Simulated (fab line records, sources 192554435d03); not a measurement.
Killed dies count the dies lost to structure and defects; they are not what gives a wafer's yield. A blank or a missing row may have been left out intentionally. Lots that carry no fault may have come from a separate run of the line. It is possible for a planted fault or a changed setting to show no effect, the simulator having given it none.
fab line records    flow n5Finfet
record: lots: 24  wafers: 72  lastDay: 20
route steps=1938 shown BEOL_M4@1093 BEOL_M5@1113
lots that met no fault: taken from a fault-free run of the same line
startH: hours from the record's opening day to when the first of the lot's shown wafers began    waitH: how many hours have passed since the lot's step before this one    " identical to the entry in the row above    L1.1+2: one row covering several wafers at once    - value missing, or start not given    * or withheld: withheld    < > ~ a bound
route shown NAME@n: NAME is a module with steps in the file, n the number in the route of the first one    usual: average and standard deviation across the fault-free wafers    same: alike in all rows    chamber/n: place in a boat    sites: the reading at each site    _std_site: their standard deviation    _edge_site: outer sites' mean less inner sites'    radiusMm: how far each site lies from the wafer's centre    mask NAME#n: copy n    behind: the last tool/chamber to shape the wafer    hold: why the lot went on hold/how many hours it stayed there/how the hold came to an end    device: names the non-switching transistor (n, p or np)    end of line: the route-end tests of the same wafers    step lacking rows: just its recipe    killed: dies lost to structure and defects at the first sort, not the wafer's yield    map: dies across one wafer; x = killed, . = not, _ = none there
set.NAME: setting as actually run; set.NAME@STEP: the setting as run at that earlier step    model.NAME: the simulator's own value behind a step, which no gauge read
a sample of lots followed through the steps of the route, with each step as a table and each wafer as a row
services: when a tool's chamber went out of use (startH, in hours from the record's first day, below 0 if earlier), for how many hours, and the reason
== steps ==
step: N5_BEOL_M4_ANNEAL_89
recipe: tempC: 400  timeS: 240  ambient: vacuum
usual: heaterPowerW: 862/70
lot.wafer  tool           chamber  startH  waitH  heaterPowerW
L075.2     pvdSputter-03  -        162.88  0.0    954
L075.5     "              -        "       "      942
L075.6     "              -        "       "      925
L074.2     pvdSputter-03  -        167.86  0.0    932
L074.4     "              -        "       "      777
L074.6     "              -        "       "      934
L076.2     pvdSputter-02  -        179.77  0.0    846
L076.3     "              -        "       "      899
L076.4     "              -        "       "      793
L077.2     pvdSputter-03  -        186.77  0.0    789
L077.4     "              -        "       "      912
L077.5     "              -        "       "      926
L078.1     pvdSputter-02  -        188.25  0.0    769
L078.2     "              -        "       "      848
L078.6     "              -        "       "      889
L079.2     pvdSputter-01  -        193.22  0.0    888
L079.3     "              -        "       "      835
L079.4     "              -        "       "      742
L080.1     pvdSputter-01  -        196.28  0.0    868
L080.3     "              -        "       "      961
L080.4     "              -        "       "      801
L081.3     pvdSputter-02  -        199.84  0.0    893
L081.5     "              -        "       "      808
L081.6     "              -        "       "      781
L082.1     pvdSputter-02  -        214.23  0.0    770
L082.3     "              -        "       "      865
L082.5     "              -        "       "      774
L083.3     pvdSputter-02  -        217.24  0.0    890
L083.4     "              -        "       "      774
L083.5     "              -        "       "      819
L084.2     pvdSputter-03  -        221.33  0.0    783
L084.5     "              -        "       "      945
L084.6     "              -        "       "      780
L085.1     pvdSputter-03  -        224.11  0.0    941
L085.3     "              -        "       "      913
L085.6     "              -        "       "      782
L087.1     pvdSputter-01  -        283.40  0.0    838
L087.2     "              -        "       "      945
L087.5     "              -        "       "      926
L088.1     pvdSputter-01  -        296.01  0.0    860
L088.2     "              -        "       "      927
L088.4     "              -        "       "      814
L086.1     pvdSputter-03  -        297.76  0.0    769
L086.5     "              -        "       "      937
L086.6     "              -        "       "      939
L093.3     pvdSputter-03  -        301.44  0.0    940
L093.4     "              -        "       "      768
L093.6     "              -        "       "      932
L089.3     pvdSputter-03  -        305.35  0.0    935
L089.4     "              -        "       "      896
L089.6     "              -        "       "      958
L094.1     pvdSputter-02  -        307.02  0.0    851
L094.4     "              -        "       "      796
L094.5     "              -        "       "      768
L096.1     pvdSputter-03  -        310.34  0.0    779
L096.5     "              -        "       "      910
L096.6     "              -        "       "      934
L091.3     pvdSputter-01  -        319.59  0.0    728
L091.5     "              -        "       "      898
L091.6     "              -        "       "      909
L090.2     pvdSputter-01  -        322.89  0.0    919
L090.4     "              -        "       "      707
L090.5     "              -        "       "      811
L095.3     pvdSputter-01  -        325.21  0.0    862
L095.5     "              -        "       "      879
L095.6     "              -        "       "      952
L092.1     pvdSputter-03  -        328.22  0.0    774
L092.3     "              -        "       "      905
L092.5     "              -        "       "      761
L097.4     pvdSputter-03  -        330.13  0.1    913
L097.5     "              -        "       "      903
L097.6     "              -        "       "      770
step: N5_BEOL_M4_SPUTTER_90
recipe: material: Cu  targetThkA: 45  tempC: -20  chamberPressurePa: 0.07  powerW: withheld  timeS: 8.29
usual: throttleValvePct: 30.1/1.1
lot.wafer  tool           chamber  startH  waitH  throttleValvePct
L075.2     pvdSputter-03  -        163.02  0.1    29.1
L075.5     "              -        "       "      31.0
L075.6     "              -        "       "      28.8
L074.2     pvdSputter-03  -        168.00  0.1    30.6
L074.4     "              -        "       "      30.3
L074.6     "              -        "       "      31.0
L076.2     pvdSputter-02  -        179.91  0.1    30.6
L076.3     "              -        "       "      28.1
L076.4     "              -        "       "      31.0
L077.2     pvdSputter-03  -        186.91  0.1    30.2
L077.4     "              -        "       "      29.5
L077.5     "              -        "       "      31.0
L078.1     pvdSputter-02  -        188.39  0.1    31.3
L078.2     "              -        "       "      30.6
L078.6     "              -        "       "      27.8
L079.2     pvdSputter-01  -        193.36  0.1    31.2
L079.3     "              -        "       "      30.5
L079.4     "              -        "       "      28.2
L080.1     pvdSputter-01  -        196.42  0.1    31.2
L080.3     "              -        "       "      31.3
L080.4     "              -        "       "      30.5
L081.3     pvdSputter-02  -        199.98  0.1    28.2
L081.5     "              -        "       "      30.0
L081.6     "              -        "       "      31.3
L082.1     pvdSputter-02  -        214.37  0.1    31.6
L082.3     "              -        "       "      28.1
L082.5     "              -        "       "      31.1
L083.3     pvdSputter-02  -        217.38  0.1    28.2
L083.4     "              -        "       "      29.9
L083.5     "              -        "       "      30.1
L084.2     pvdSputter-03  -        221.49  0.1    30.3
L084.5     "              -        "       "      29.9
L084.6     "              -        "       "      30.6
L085.1     pvdSputter-03  -        224.26  0.1    30.9
L085.3     "              -        "       "      29.6
L085.6     "              -        "       "      30.4
L087.1     pvdSputter-01  -        283.54  0.1    31.2
L087.2     "              -        "       "      31.5
L087.5     "              -        "       "      31.7
L088.1     pvdSputter-01  -        296.15  0.1    31.4
L088.2     "              -        "       "      31.4
L088.4     "              -        "       "      30.5
L086.1     pvdSputter-03  -        297.90  0.1    30.3
L086.5     "              -        "       "      30.8
L086.6     "              -        "       "      29.0
L093.3     pvdSputter-03  -        301.58  0.1    30.6
L093.4     "              -        "       "      30.1
L093.6     "              -        "       "      28.9
L089.3     pvdSputter-03  -        305.49  0.1    29.2
L089.4     "              -        "       "      29.7
L089.6     "              -        "       "      30.9
L094.1     pvdSputter-02  -        307.16  0.1    30.8
L094.4     "              -        "       "      30.2
L094.5     "              -        "       "      31.1
L096.1     pvdSputter-03  -        310.48  0.1    30.3
L096.5     "              -        "       "      29.7
L096.6     "              -        "       "      30.8
L091.3     pvdSputter-01  -        319.73  0.1    28.2
L091.5     "              -        "       "      31.1
L091.6     "              -        "       "      31.4
L090.2     pvdSputter-01  -        323.03  0.1    31.4
L090.4     "              -        "       "      28.4
L090.5     "              -        "       "      30.7
L095.3     pvdSputter-01  -        325.35  0.1    31.4
L095.5     "              -        "       "      31.1
L095.6     "              -        "       "      31.5
L092.1     pvdSputter-03  -        328.36  0.1    30.2
L092.3     "              -        "       "      29.2
L092.5     "              -        "       "      30.3
L097.4     pvdSputter-03  -        330.24  0.0    29.0
L097.5     "              -        "       "      29.6
L097.6     "              -        "       "      30.2
step: N5_BEOL_M4_PRE_CLEAN_60
recipe: gas: NH3/H2  timeS: 15  tempC: *  rfPowerW: 300
usual: heaterPowerW: 88/20
lot.wafer  tool      chamber  startH  waitH  heaterPowerW
L075.2     cvdCo-02  0        164.59  0.0    64
L075.5     "         1        "       "      118
L075.6     "         2        "       "      75
L074.2     cvdCo-02  2        169.52  0.1    78
L074.4     "         0        "       "      64
L074.6     "         1        "       "      121
L076.2     cvdCo-01  0        181.39  0.0    70
L076.3     "         2        "       "      106
L076.4     "         1        "       "      91
L077.2     cvdCo-01  2        188.42  0.0    104
L077.4     "         0        "       "      70
L077.5     "         1        "       "      94
L078.1     cvdCo-02  0        189.87  0.0    63
L078.2     "         1        "       "      119
L078.6     "         2        "       "      78
L079.2     cvdCo-02  1        194.96  0.0    122
L079.3     "         2        "       "      77
L079.4     "         1        "       "      118
L080.1     cvdCo-01  2        197.90  0.0    107
L080.3     "         0        "       "      69
L080.4     "         0        "       "      70
L081.3     cvdCo-02  2        201.46  0.0    77
L081.5     "         1        "       "      121
L081.6     "         2        "       "      78
L082.1     cvdCo-01  2        216.26  0.1    102
L082.3     "         0        "       "      71
L082.5     "         2        "       "      103
L083.3     cvdCo-01  2        218.86  0.0    105
L083.4     "         0        "       "      69
L083.5     "         1        "       "      93
L084.2     cvdCo-01  0        223.33  0.0    71
L084.5     "         2        "       "      104
L084.6     "         0        "       "      70
L085.1     cvdCo-01  2        226.14  0.0    105
L085.3     "         1        "       "      93
L085.6     "         1        "       "      93
L087.1     cvdCo-02  2        285.03  0.0    78
L087.2     "         0        "       "      65
L087.5     "         0        "       "      66
L088.1     cvdCo-01  2        297.66  0.0    106
L088.2     "         1        "       "      94
L088.4     "         0        "       "      69
L086.1     cvdCo-02  2        299.39  0.0    78
L086.5     "         1        "       "      118
L086.6     "         0        "       "      63
L093.3     cvdCo-01  2        303.07  0.0    105
L093.4     "         0        "       "      70
L093.6     "         1        "       "      96
L089.3     cvdCo-02  1        306.97  0.0    121
L089.4     "         1        "       "      120
L089.6     "         0        "       "      66
L094.1     cvdCo-02  1        308.70  0.0    120
L094.4     "         1        "       "      117
L094.5     "         0        "       "      68
L096.1     cvdCo-02  2        311.97  0.0    80
L096.5     "         1        "       "      120
L096.6     "         2        "       "      78
L091.3     cvdCo-01  2        321.23  0.1    105
L091.5     "         2        "       "      105
L091.6     "         0        "       "      69
L090.2     cvdCo-01  0        324.51  0.0    71
L090.4     "         0        "       "      70
L090.5     "         2        "       "      104
L095.3     cvdCo-01  2        326.85  0.1    106
L095.5     "         0        "       "      71
L095.6     "         2        "       "      104
L092.1     cvdCo-01  2        329.92  0.1    105
L092.3     "         0        "       "      71
L092.5     "         0        "       "      69
L097.4     cvdCo-02  2        331.78  0.1    79
L097.5     "         0        "       "      65
L097.6     "         1        "       "      117
step: N5_BEOL_M5_CURE_79
recipe: tempC: 385  timeS: 240  ambient: He/Ar  material: SiCOH_lowk
usual: lampPowerPct: 52.32/0.051  wafer_temp_C_max: 386.9/0.58
lot.wafer  tool       chamber  startH  waitH  lampPowerPct  wafer_temp_C_max
L075.2     uvCure-01  2        166.00  0.1    52.29         387.1
L075.5     "          2        "       "      52.33         386.8
L075.6     "          2        "       "      52.29         386.3
L074.2     uvCure-01  2        171.52  0.1    52.22         387.4
L074.4     "          2        "       "      52.29         386.5
L074.6     "          2        "       "      52.37         387.2
L076.2     uvCure-01  1        182.79  0.1    52.40         386.3
L076.3     "          1        "       "      52.24         386.1
L076.4     "          1        "       "      52.39         386.5
L077.2     uvCure-01  1        189.80  0.1    52.31         386.5
L077.4     "          1        "       "      52.32         386.8
L077.5     "          1        "       "      52.34         386.0
L078.1     uvCure-02  0        191.17  0.0    52.32         386.1
L078.2     "          0        "       "      52.40         385.7
L078.6     "          0        "       "      52.27         386.0
L079.2     uvCure-03  0        196.42  0.2    52.31         386.6
L079.3     "          0        "       "      52.36         386.0
L079.4     "          0        "       "      52.38         387.4
L080.1     uvCure-01  2        201.10  0.0    52.31         386.7
L080.3     "          2        "       "      52.38         386.8
L080.4     "          2        "       "      52.34         386.3
L081.3     uvCure-03  0        202.92  0.2    52.35         386.2
L081.5     "          0        "       "      52.21         386.7
L081.6     "          0        "       "      52.38         386.5
L082.1     uvCure-01  2        217.59  0.1    52.33         386.8
L082.3     "          2        "       "      52.32         386.7
L082.5     "          2        "       "      52.42         386.9
L083.3     uvCure-03  2        220.48  0.4    52.35         387.2
L083.4     "          2        "       "      52.34         387.3
L083.5     "          2        "       "      52.29         387.3
L084.2     uvCure-02  1        224.74  0.1    52.36         388.4
L084.5     "          1        "       "      52.31         387.5
L084.6     "          1        "       "      52.32         387.5
L085.1     uvCure-02  1        227.48  0.0    52.24         387.2
L085.3     "          1        "       "      52.27         387.8
L085.6     "          1        "       "      52.42         387.5
L087.1     uvCure-02  0        286.33  0.0    52.31         386.6
L087.2     "          0        "       "      52.36         385.8
L087.5     "          0        "       "      52.35         386.5
L088.1     uvCure-03  1        298.95  0.0    52.31         387.6
L088.2     "          1        "       "      52.33         387.0
L088.4     "          1        "       "      52.43         387.2
L086.1     uvCure-02  0        300.68  0.0    52.24         386.3
L086.5     "          0        "       "      52.24         386.6
L086.6     "          0        "       "      52.38         386.3
L093.3     uvCure-01  1        304.53  0.2    52.21         386.3
L093.4     "          1        "       "      52.31         386.5
L093.6     "          1        "       "      52.31         387.1
L089.3     uvCure-03  0        308.43  0.2    52.29         386.2
L089.4     "          0        "       "      52.27         386.4
L089.6     "          0        "       "      52.37         386.5
L094.1     uvCure-01  0        310.00  0.0    52.36         387.7
L094.4     "          0        "       "      52.27         388.0
L094.5     "          0        "       "      52.36         387.8
L096.1     uvCure-02  1        313.26  0.0    52.26         387.7
L096.5     "          1        "       "      52.25         386.9
L096.6     "          1        "       "      52.21         387.2
L091.3     uvCure-03  1        322.72  0.2    52.38         387.6
L091.5     "          1        "       "      52.25         387.5
L091.6     "          1        "       "      52.17         388.0
L090.2     uvCure-02  2        325.94  0.1    52.30         386.6
L090.4     "          2        "       "      52.35         386.6
L090.5     "          2        "       "      52.22         386.7
L095.3     uvCure-01  2        328.37  0.2    52.29         386.5
L095.5     "          2        "       "      52.28         386.8
L095.6     "          2        "       "      52.36         386.3
L092.1     uvCure-01  1        331.29  0.1    52.31         386.4
L092.3     "          1        "       "      52.20         386.6
L092.5     "          1        "       "      52.37         386.7
L097.4     uvCure-03  1        333.30  0.3    52.35         386.6
L097.5     "          1        "       "      52.31         387.8
L097.6     "          1        "       "      52.21         388.0
step: N5_BEOL_M5_STRIP_64
recipe: chemistry: CF4  resist: SiARC  powerW: 300  biasPowerW: 75  pressureMtorr: 50  cf4FlowSccm: 150  rfFrequencyHz: 6e+07
usual: drypumpMotorCurrentA: 5.8/0.37  oesProductAu: 0.78/0.093  rfVppV: 271.1/1.3  showerheadPlenumPTorr: 1.78/0.051  throttleValvePct: 13.61/0.23
lot.wafer  tool        chamber  startH  waitH  drypumpMotorCurrentA  oesProductAu  rfHoursCounterH  rfVppV  showerheadPlenumPTorr  throttleValvePct
L075.2     rieDiel-02  2        168.41  0.0    6.3                   0.86          33               271.2   1.82                   13.26
L075.5     "           0        "       "      6.3                   0.71          -                271.0   1.78                   13.66
L075.6     "           2        "       "      6.3                   0.85          -                273.1   1.82                   13.25
L074.2     rieDiel-03  2        173.33  0.0    5.7                   0.69          235              270.7   1.78                   14.07
L074.4     "           3        "       "      5.7                   0.68          246              272.0   1.85                   13.95
L074.6     "           0        "       "      5.4                   0.72          -                269.3   1.72                   13.86
L076.2     rieDiel-04  3        185.19  0.0    6.1                   0.88          44               269.5   1.74                   13.26
L076.3     "           2        "       "      6.0                   0.71          221              271.0   1.79                   13.60
L076.4     "           1        "       "      5.4                   0.80          87               269.4   1.73                   13.60
L077.2     rieDiel-04  2        192.39  0.0    6.0                   0.71          223              272.0   1.79                   13.62
L077.4     "           0        "       "      5.6                   0.71          200              272.4   1.79                   13.74
L077.5     "           0        "       "      5.6                   0.71          -                272.9   1.79                   13.72
L078.1     rieDiel-04  1        195.19  0.0    5.4                   0.78          90               270.3   1.73                   13.60
L078.2     "           2        "       "      6.0                   0.71          224              271.1   1.79                   13.60
L078.6     "           3        "       "      6.0                   0.88          -                269.7   1.74                   13.27
L079.2     rieDiel-03  0        200.38  0.0    5.5                   0.72          181              270.2   1.72                   13.89
L079.3     "           1        "       "      5.2                   0.91          10               271.5   1.84                   13.49
L079.4     "           2        "       "      5.7                   0.68          243              271.7   1.78                   14.09
L080.1     rieDiel-03  1        202.44  0.0    5.2                   0.92          11               272.2   1.84                   13.51
L080.3     "           2        "       "      5.7                   0.69          244              270.2   1.78                   14.09
L080.4     "           0        "       "      5.5                   0.72          182              269.5   1.72                   13.88
L081.3     rieDiel-03  1        204.53  0.0    5.2                   0.91          11               272.1   1.84                   13.48
L081.5     "           0        "       "      5.5                   0.72          -                270.1   1.72                   13.88
L081.6     "           3        "       "      5.7                   0.95          -                272.7   1.84                   13.38
L082.1     rieDiel-03  0        219.23  0.0    5.4                   0.71          187              270.1   1.72                   13.89
L082.3     "           1        "       "      5.2                   0.90          15               271.8   1.84                   13.52
L082.5     "           2        "       "      5.7                   0.68          -                271.4   1.78                   14.10
L083.3     rieDiel-03  0        222.09  0.0    5.4                   0.71          187              269.5   1.72                   13.90
L083.4     "           2        "       "      5.7                   0.68          246              270.3   1.78                   14.10
L083.5     "           1        "       "      5.2                   0.90          -                273.4   1.84                   13.53
L084.2     rieDiel-04  1        226.59  0.0    5.4                   0.77          99               269.7   1.73                   13.62
L084.5     "           0        "       "      5.5                   0.70          -                270.4   1.78                   13.74
L084.6     "           1        "       "      5.4                   0.78          -                269.7   1.73                   13.62
L085.1     rieDiel-02  1        228.93  0.0    6.4                   0.70          200              269.6   1.78                   13.53
L085.3     "           2        "       "      6.3                   0.83          53               272.3   1.82                   13.31
L085.6     "           0        "       "      6.3                   0.70          -                271.0   1.78                   13.72
L087.1     rieDiel-04  1        288.87  0.0    5.4                   0.75          121              270.1   1.73                   13.66
L087.2     "           0        "       "      5.5                   0.68          233              269.9   1.78                   13.78
L087.5     "           3        "       "      6.1                   0.84          -                270.5   1.73                   13.33
L088.1     rieDiel-03  3        303.19  0.0    5.6                   0.87          34               272.2   1.83                   13.47
L088.2     "           0        "       "      5.5                   0.69          216              269.6   1.71                   13.96
L088.4     "           2        "       "      5.7                   0.91          -                271.7   1.78                   13.54
L086.1     rieDiel-03  0        303.65  0.0    5.5                   0.70          217              270.5   1.71                   13.94
L086.5     "           2        "       "      5.7                   0.92          -                270.0   1.78                   13.54
L086.6     "           3        "       "      5.7                   0.86          -                271.5   1.83                   13.47
L093.3     rieDiel-02  0        308.91  0.0    6.3                   0.69          223              271.3   1.77                   13.76
L093.4     "           3        "       "      5.5                   0.81          67               274.8   1.90                   13.49
L093.6     "           2        "       "      6.3                   0.80          -                272.1   1.81                   13.38
L089.3     rieDiel-04  2        309.72  0.0    6.0                   0.96          1                271.4   1.78                   13.09
L089.4     "           3        "       "      6.1                   0.84          77               269.5   1.73                   13.34
L089.6     "           2        "       "      6.0                   0.96          -                271.5   1.78                   13.11
L094.1     rieDiel-02  3        314.37  0.0    5.5                   0.81          68               273.6   1.90                   13.48
L094.4     "           2        "       "      6.4                   0.80          80               270.6   1.81                   13.37
L094.5     "           1        "       "      6.4                   0.68          -                270.9   1.78                   13.59
L096.1     rieDiel-02  0        316.45  0.0    6.3                   0.68          224              270.8   1.77                   13.77
L096.5     "           0        "       "      6.3                   0.68          -                270.5   1.77                   13.77
L096.6     "           1        "       "      6.4                   0.68          -                270.4   1.77                   13.59
L091.3     rieDiel-02  1        327.22  0.0    6.4                   0.68          227              270.8   1.77                   13.58
L091.5     "           2        "       "      6.3                   0.80          -                271.8   1.81                   13.38
L091.6     "           1        "       "      6.4                   0.68          -                271.8   1.77                   13.59
L090.2     rieDiel-03  3        327.42  0.0    5.7                   0.85          38               271.2   1.83                   13.47
L090.4     "           3        "       "      5.7                   0.85          -                272.6   1.83                   13.49
L090.5     "           0        "       "      5.5                   0.69          -                267.3   1.71                   13.97
L095.3     rieDiel-02  3        329.92  0.0    5.5                   0.81          70               272.9   1.90                   13.50
L095.5     "           1        "       "      6.4                   0.68          -                271.9   1.77                   13.59
L095.6     "           0        "       "      6.3                   0.68          -                272.1   1.77                   13.77
L092.1     rieDiel-03  3        335.51  0.0    5.7                   0.85          40               270.8   1.83                   13.47
L092.3     "           0        "       "      5.5                   0.69          222              270.3   1.71                   13.99
L092.5     "           2        "       "      5.7                   0.89          -                269.6   1.77                   13.56
L097.4     rieDiel-04  3        335.82  0.0    6.0                   0.82          82               270.4   1.73                   13.35
L097.5     "           0        "       "      5.5                   0.69          -                269.3   1.77                   13.81
L097.6     "           3        "       "      6.0                   0.84          -                271.2   1.73                   13.35
step: N5_BEOL_M5_DESCUM_33
recipe: chemistry: O2  timeS: 7  sourcePowerW: 50  biasPowerW: 20  pressureMtorr: 20  rfFrequencyHz: 2.712e+07  tempC: 40  resist: CAR-EUV  o2FlowSccm: 225
usual: drypumpMotorCurrentA: 5.9/0.38  oesProductAu: 0.79/0.089  rfVppV: 243.0/1.3  showerheadPlenumPTorr: 2.09/0.062  throttleValvePct: 20.43/0.15
lot.wafer  tool        chamber  startH  waitH  drypumpMotorCurrentA  oesProductAu  rfHoursCounterH  rfVppV  showerheadPlenumPTorr  throttleValvePct
L075.2     rieDiel-04  1        171.44  0.2    5.4                   0.81          84               241.6   2.03                   20.51
L075.5     "           3        "       "      6.0                   0.91          -                240.6   2.06                   20.32
L075.6     "           2        "       "      5.9                   0.71          -                243.7   2.08                   20.36
L074.2     rieDiel-04  2        176.27  0.0    6.0                   0.71          218              242.7   2.08                   20.36
L074.4     "           1        "       "      5.4                   0.82          84               239.8   2.03                   20.50
L074.6     "           0        "       "      5.5                   0.72          -                244.2   2.08                   20.48
L076.2     rieDiel-02  1        187.47  0.1    6.4                   0.72          187              243.2   2.09                   20.35
L076.3     "           2        "       "      6.4                   0.86          41               243.7   2.15                   20.33
L076.4     "           0        "       "      6.3                   0.70          188              244.3   2.07                   20.38
L077.2     rieDiel-04  0        194.60  0.8    5.5                   0.71          201              243.2   2.07                   20.48
L077.4     "           1        "       "      5.4                   0.82          90               242.1   2.03                   20.51
L077.5     "           1        "       "      5.4                   0.81          -                242.4   2.03                   20.52
L078.1     rieDiel-04  1        196.14  0.0    5.4                   0.81          91               242.0   2.03                   20.51
L078.2     "           0        "       "      5.5                   0.71          201              242.5   2.07                   20.49
L078.6     "           1        "       "      5.4                   0.79          -                243.1   2.03                   20.51
L079.2     rieDiel-04  2        201.25  0.2    5.9                   0.70          226              242.5   2.08                   20.36
L079.3     "           0        "       "      5.5                   0.71          203              242.4   2.07                   20.49
L079.4     "           1        "       "      5.4                   0.80          92               243.0   2.03                   20.50
L080.1     rieDiel-03  2        203.11  0.0    5.7                   0.68          244              241.4   2.06                   20.80
L080.3     "           0        "       "      5.5                   0.73          182              241.7   2.00                   20.75
L080.4     "           3        "       "      5.7                   0.97          1                245.2   2.14                   20.23
L081.3     rieDiel-02  1        208.48  0.3    6.4                   0.71          193              243.5   2.09                   20.36
L081.5     "           2        "       "      6.3                   0.86          -                242.1   2.15                   20.36
L081.6     "           1        "       "      6.4                   0.72          -                243.0   2.09                   20.37
L082.1     rieDiel-02  3        219.89  0.0    5.5                   0.87          39               245.3   2.23                   20.35
L082.3     "           1        "       "      6.4                   0.72          197              242.0   2.08                   20.36
L082.5     "           3        "       "      5.5                   0.88          -                245.7   2.23                   20.37
L083.3     rieDiel-03  1        222.83  0.1    5.2                   0.93          16               244.7   2.13                   20.37
L083.4     "           3        "       "      5.6                   0.94          5                243.4   2.14                   20.23
L083.5     "           1        "       "      5.3                   0.92          -                242.4   2.12                   20.38
L084.2     rieDiel-04  1        227.58  0.2    5.4                   0.79          99               242.0   2.02                   20.52
L084.5     "           1        "       "      5.4                   0.79          -                242.8   2.02                   20.51
L084.6     "           2        "       "      5.9                   0.69          -                243.2   2.08                   20.38
L085.1     rieDiel-02  3        229.72  0.0    5.6                   0.87          41               245.0   2.23                   20.37
L085.3     "           2        "       "      6.3                   0.84          53               243.2   2.15                   20.37
L085.6     "           2        "       "      6.3                   0.85          -                243.7   2.15                   20.36
L087.1     rieDiel-02  3        290.56  0.1    5.6                   0.85          61               245.3   2.22                   20.38
L087.2     "           0        "       "      6.3                   0.69          218              241.8   2.06                   20.42
L087.5     "           1        "       "      6.4                   0.70          -                243.1   2.08                   20.38
L086.1     rieDiel-02  1        307.21  0.0    6.4                   0.69          224              244.4   2.08                   20.40
L086.5     "           0        "       "      6.3                   0.68          -                243.7   2.06                   20.43
L086.6     "           3        "       "      5.5                   0.83          -                244.2   2.22                   20.39
L088.1     rieDiel-03  3        307.27  0.0    5.7                   0.87          35               244.6   2.13                   20.29
L088.2     "           0        "       "      5.5                   0.70          217              243.0   1.99                   20.79
L088.4     "           2        "       "      5.7                   0.92          -                243.2   2.05                   20.38
L093.3     rieDiel-03  3        312.71  0.0    5.7                   0.87          35               243.6   2.13                   20.27
L093.4     "           2        "       "      5.7                   0.92          -                241.0   2.05                   20.39
L093.6     "           3        "       "      5.7                   0.87          -                243.2   2.13                   20.27
L089.3     rieDiel-02  2        313.05  0.2    6.4                   0.82          79               242.8   2.14                   20.41
L089.4     "           0        "       "      6.3                   0.69          223              244.1   2.06                   20.42
L089.6     "           0        "       "      6.3                   0.69          -                241.6   2.06                   20.42
L094.1     rieDiel-04  2        320.00  0.0    6.0                   0.95          3                243.0   2.07                   20.06
L094.4     "           3        "       "      6.1                   0.85          79               241.3   2.05                   20.40
L094.5     "           2        "       "      6.0                   0.96          -                242.8   2.07                   20.04
L096.1     rieDiel-03  3        320.05  0.0    5.7                   0.86          37               244.1   2.13                   20.28
L096.5     "           3        "       "      5.7                   0.86          -                243.0   2.13                   20.28
L096.6     "           2        "       "      5.7                   0.91          -                244.0   2.05                   20.39
L091.3     rieDiel-02  3        328.19  0.1    5.5                   0.83          70               244.3   2.22                   20.41
L091.5     "           2        "       "      6.3                   0.80          -                244.5   2.14                   20.41
L091.6     "           1        "       "      6.4                   0.70          -                242.7   2.07                   20.41
L090.2     rieDiel-03  0        328.42  0.0    5.4                   0.71          221              239.6   1.99                   20.81
L090.4     "           0        "       "      5.5                   0.70          -                240.1   1.99                   20.81
L090.5     "           2        "       "      5.7                   0.92          -                243.4   2.05                   20.37
L095.3     rieDiel-03  0        334.49  0.5    5.5                   0.69          222              241.9   1.99                   20.81
L095.5     "           2        "       "      5.7                   0.91          -                243.2   2.05                   20.38
L095.6     "           3        "       "      5.7                   0.87          -                243.6   2.13                   20.28
L097.4     rieDiel-02  1        338.27  0.0    6.4                   0.69          230              240.9   2.07                   20.42
L097.5     "           2        "       "      6.4                   0.81          -                243.6   2.14                   20.41
L097.6     "           1        "       "      6.4                   0.70          -                243.5   2.07                   20.43
L092.1     rieDiel-02  2        339.17  0.0    6.3                   0.81          85               244.1   2.14                   20.40
L092.3     "           0        "       "      6.3                   0.68          229              242.7   2.06                   20.42
L092.5     "           1        "       "      6.4                   0.70          -                242.3   2.07                   20.41
== services ==
tool           chamber  startH  hours  kind
uvCure-02      -        144.86  0.7    repair
cvdCo-01       1        145.02  10.6   repair
uvCure-03      -        148.96  22.2   pm
rieDiel-03     1        151.97  -      clean
rieDiel-02     1        157.61  19.4   repair
rieDiel-04     -        165.30  1.5    repair
cvdCo-02       -        173.97  5.8    repair
uvCure-02      -        187.69  1.0    pm
uvCure-01      -        200.22  0.7    repair
rieDiel-03     3        204.86  4.9    repair
rieDiel-03     2        206.36  7.5    repair
cvdCo-02       -        222.66  6.0    pm
cvdCo-02       -        235.32  13.1   repair
uvCure-03      -        251.06  6.0    pm
cvdCo-01       -        254.04  0.8    repair
uvCure-03      -        261.03  0.3    repair
uvCure-03      -        265.21  7.5    pm
uvCure-01      -        285.43  2.8    pm
rieDiel-04     -        291.47  14.6   pm
rieDiel-03     1        298.37  98.2   repair
pvdSputter-01  -        303.96  11.5   repair
cvdCo-01       -        311.86  0.6    repair
uvCure-03      -        319.34  2.8    repair
cvdCo-01       1        320.34  22.7   repair
== key ==
fault none
